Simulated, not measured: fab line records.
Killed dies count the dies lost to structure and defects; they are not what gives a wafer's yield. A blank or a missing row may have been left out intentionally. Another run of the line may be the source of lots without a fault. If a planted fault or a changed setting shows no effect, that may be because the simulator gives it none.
Chamber matching -- flow n5_finfet -- ald_sin-03 running N5_GATE_CUT_ALD_22: 4 sister chambers
The step deposits SiNx, target thk 16 nm, pulse time 1 s, ald cycles 320. 4 wafers are shown with their chamber, then 8 later ones without.

== WAFERS WITH THEIR CHAMBER ==
wafer,chamber,heater_power_outer_w (W)
L085.6,1,600
L086.3,0,494
L086.6,3,553
L093.3,2,618

== WAFERS WITHOUT THEIR CHAMBER ==
wafer,heater_power_outer_w (W)
L093.5,580
L093.6,498
L095.1,631
L095.4,520
L095.6,489
L096.1,626
L096.3,520
L096.6,492

== WHICH CHAMBER EACH WENT THROUGH ==
wafer,from the rows above,in truth
L093.5,can't be placed: 1 or 3 or 2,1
L093.6,0,0
L095.1,can't be placed: 2 or 1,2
L095.4,can't be placed: 0 or 3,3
L095.6,0,0
L096.1,can't be placed: 2 or 1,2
L096.3,can't be placed: 0 or 3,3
L096.6,0,0
3 of 8 placed correctly. Can't be placed from these rows: 5 (the true chamber is among the candidates in 5). Wrongly placed: 0.
How it was worked out, from the rows above alone: a wafer's distance from a chamber is the root of the sum, over the readings, of the square of ((its reading less the chamber's mean) divided by the reading's scatter). The wafer belongs to the nearest chamber; if the next one is less than 2 further off, it can't be placed. A chamber's mean is the mean of its shown wafers. The scatter: root of mean squared gap, hidden wafer to nearest shown wafer, with one shown wafer a chamber.
